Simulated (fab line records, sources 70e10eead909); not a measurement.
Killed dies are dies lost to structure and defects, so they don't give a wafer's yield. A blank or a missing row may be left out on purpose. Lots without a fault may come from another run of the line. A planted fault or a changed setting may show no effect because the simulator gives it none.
Chamber matching | flow nand_harc | NHARC_A_STAIRCASE_TRIM_20 on rie_diel-02: 4 sister chambers
The step chemistry O2, time 211.2 s. 20 wafers are shown with their chamber, then 10 later ones without.

WAFERS WITH THEIR CHAMBER
wafer  | chamber | showerhead_plenum_p_Torr (Torr) | drypump_motor_current_A (A) | rf_vpp_V (V)
L075.4 | 0       | 3.75                            | 6.1                         | 58.7
L075.5 | 3       | 3.66                            | 5.3                         | 58.4
L075.6 | 0       | 3.75                            | 6.1                         | 58.2
L076.3 | 2       | 3.45                            | 5.8                         | 58.1
L076.4 | 3       | 3.66                            | 5.3                         | 58.9
L076.6 | 2       | 3.45                            | 5.8                         | 58.7
L081.2 | 1       | 3.37                            | 5.6                         | 57.1
L081.3 | 2       | 3.44                            | 5.8                         | 57.1
L081.6 | 3       | 3.65                            | 5.3                         | 57.7
L082.1 | 2       | 3.44                            | 5.8                         | 57.9
L082.3 | 3       | 3.65                            | 5.3                         | 58.9
L082.5 | 1       | 3.36                            | 5.6                         | 57.2
L084.2 | 0       | 3.73                            | 6.1                         | 58.1
L084.3 | 1       | 3.36                            | 5.7                         | 57.3
L084.4 | 2       | 3.44                            | 5.8                         | 58.2
L087.1 | 2       | 3.43                            | 5.7                         | 57.0
L087.5 | 2       | 3.43                            | 5.7                         | 58.4
L087.6 | 1       | 3.35                            | 5.6                         | 57.9
L089.2 | 0       | 3.72                            | 6.1                         | 57.9
L089.3 | 2       | 3.43                            | 5.8                         | 59.2

SIGNATURES (means of the wafers above)
reading                  | chamber 0 | chamber 1 | chamber 2 | chamber 3 | scatter within a chamber
showerhead_plenum_p_Torr | 3.7375    | 3.3600    | 3.4388    | 3.6550    | 0.00956
drypump_motor_current_A  | 6.100     | 5.625     | 5.775     | 5.300     | 0.0375
rf_vpp_V                 | 58.225    | 57.375    | 58.075    | 58.475    | 0.593
Rule: a wafer's distance from a chamber is the root of the sum, over the readings, of the square of ((its reading less the chamber's mean) divided by the reading's scatter). The wafer belongs to the nearest chamber; if the next one is less than 2 further off, it can't be placed. The scatter: the root of (the sum of the squares of (reading less its chamber's mean) over the shown wafers, divided by (wafers less chambers)).

WAFERS WITHOUT THEIR CHAMBER
wafer  | showerhead_plenum_p_Torr (Torr) | drypump_motor_current_A (A) | rf_vpp_V (V)
L089.5 | 3.63                            | 5.3                         | 55.4
L093.1 | 3.42                            | 5.8                         | 57.4
L093.4 | 3.63                            | 5.3                         | 55.7
L093.6 | 3.42                            | 5.8                         | 58.1
L095.2 | 3.42                            | 5.8                         | 59.2
L095.4 | 3.71                            | 6.1                         | 58.0
L095.6 | 3.42                            | 5.8                         | 57.4
L096.2 | 3.34                            | 5.6                         | 57.3
L096.4 | 3.42                            | 5.8                         | 59.7
L096.6 | 3.71                            | 6.2                         | 58.1

WHICH CHAMBER EACH WENT THROUGH
wafer  | from the rows above | in truth
L089.5 | 3                   | 3
L093.1 | 2                   | 2
L093.4 | 3                   | 3
L093.6 | 2                   | 2
L095.2 | 2                   | 2
L095.4 | 0                   | 0
L095.6 | 2                   | 2
L096.2 | 1                   | 1
L096.4 | 2                   | 2
L096.6 | 0                   | 0
Placed correctly: 10 of 10. Can't be placed from these rows: 0. Placed wrongly: 0.
